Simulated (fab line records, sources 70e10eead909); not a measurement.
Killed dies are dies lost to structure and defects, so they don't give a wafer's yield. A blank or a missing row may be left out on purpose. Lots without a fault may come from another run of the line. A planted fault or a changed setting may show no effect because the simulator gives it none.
Chamber matching | flow nand_harc | NHARC_A_CHANNEL_HOLE_D1_ETCH_44 on rie_diel-05: 4 sister chambers
The step etches the open film in CF4/O2, target depth 140 nm, overetch 14 nm, time 77 s. 8 wafers are shown with their chamber, then 8 later ones without.

WAFERS WITH THEIR CHAMBER
wafer  | chamber | drypump_motor_current_A (A) | rf_vpp_V (V)
L478.2 | 2       | 6.4                         | 197.5
L485.1 | 3       | 6.0                         | 199.9
L485.2 | 2       | 6.3                         | 196.2
L486.3 | 1       | 5.7                         | 199.4
L492.2 | 1       | 5.7                         | 198.7
L492.4 | 3       | 6.0                         | 198.0
L492.6 | 0       | 5.2                         | 198.7
L493.2 | 0       | 5.2                         | 198.3

WAFERS WITHOUT THEIR CHAMBER
wafer  | drypump_motor_current_A (A) | rf_vpp_V (V)
L493.3 | 6.0                         | 197.8
L493.4 | 6.3                         | 198.1
L494.3 | 5.7                         | 198.6
L494.5 | 5.2                         | 196.3
L494.6 | 6.0                         | 199.4
L497.1 | 5.7                         | 199.9
L497.3 | 6.0                         | 197.8
L497.5 | 6.4                         | 197.1

WHICH CHAMBER EACH WENT THROUGH
wafer  | from the rows above | in truth
L493.3 | 3                   | 3
L493.4 | 2                   | 2
L494.3 | 1                   | 1
L494.5 | 0                   | 0
L494.6 | 3                   | 3
L497.1 | 1                   | 1
L497.3 | 3                   | 3
L497.5 | 2                   | 2
Placed correctly: 8 of 8. Can't be placed from these rows: 0. Placed wrongly: 0.
How it was worked out, from the rows above alone: a wafer's distance from a chamber is the root of the sum, over the readings, of the square of ((its reading less the chamber's mean) divided by the reading's scatter). The wafer belongs to the nearest chamber; if the next one is less than 2 further off, it can't be placed. A chamber's mean is the mean of its shown wafers. The scatter: the root of (the sum of the squares of (reading less its chamber's mean) over the shown wafers, divided by (wafers less chambers)).
